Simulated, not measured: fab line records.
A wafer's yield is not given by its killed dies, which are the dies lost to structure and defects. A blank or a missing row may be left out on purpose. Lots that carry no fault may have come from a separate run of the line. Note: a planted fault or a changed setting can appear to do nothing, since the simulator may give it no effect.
Matching of chambers | flow n5 finfet | N5_BEOL_M10_PECVD_70 on pecvd-03 has 3 sister chambers
The step deposits SiO2 from TEOS/O2, target thk 20 nm, time 22.7 s. 14 wafers are shown with their chamber, then 7 later ones without.

WAFERS WITH THEIR CHAMBER
wafer  | chamber | throttle valve pct (%) | showerhead plenum p Torr (Torr) | heater power w (W)
L074.1 | 1       | 21.7                   | 8.84                            | 724
L074.4 | 0       | 23.8                   | 8.75                            | 749
L074.5 | 2       | 21.7                   | 8.70                            | 914
L076.1 | 0       | 23.7                   | 8.76                            | 749
L076.2 | 1       | 22.0                   | 8.83                            | 713
L076.4 | 0       | 23.9                   | 8.73                            | 750
L083.1 | 2       | 22.1                   | 8.70                            | 808
L083.2 | 0       | 24.0                   | 8.75                            | 681
L083.3 | 1       | 22.0                   | 8.85                            | 747
L084.2 | 2       | 22.0                   | 8.68                            | 880
L084.4 | 2       | 22.0                   | 8.68                            | 889
L084.5 | 0       | 24.0                   | 8.76                            | 752
L088.1 | 1       | 22.1                   | 8.87                            | 645
L088.4 | 1       | 22.0                   | 8.83                            | 629

SIGNATURES, as means of the wafers listed above
reading                  | chamber 0 | chamber 1 | chamber 2 | scatter within a chamber
throttle valve pct       | 23.880    | 21.960    | 21.950    | 0.151
showerhead plenum p Torr | 8.7500    | 8.8440    | 8.6900    | 0.0139
heater power w           | 736.20    | 691.60    | 872.75    | 43.4
Rule: a wafer's distance from a chamber is the root of the sum, over the readings, of the square of ((its reading less the chamber's mean) divided by the reading's scatter). The wafer belongs to the nearest chamber; if the next one is less than 2 further off, it can't be placed. The scatter: take each reading less its chamber's mean, square it, sum over the shown wafers, divide by the number of wafers less the number of chambers, and take the root.

WAFERS WITHOUT THEIR CHAMBER
wafer  | throttle valve pct (%) | showerhead plenum p Torr (Torr) | heater power w (W)
L088.6 | 23.8                   | 8.73                            | 746
L091.2 | 24.1                   | 8.75                            | 729
L091.5 | 22.5                   | 8.70                            | 889
L091.6 | 24.2                   | 8.75                            | 714
L097.1 | 22.0                   | 8.86                            | 729
L097.3 | 23.9                   | 8.75                            | 734
L097.5 | 22.0                   | 8.84                            | 736

WHICH CHAMBER EACH ONE RAN IN
wafer  | from the rows above | in truth
L088.6 | 0                   | 0
L091.2 | 0                   | 0
L091.5 | 2                   | 2
L091.6 | 0                   | 0
L097.1 | 1                   | 1
L097.3 | 0                   | 0
L097.5 | 1                   | 1
Correct placement for 7 of the 7. Can't be placed from these rows: 0. Number placed wrongly: 0.
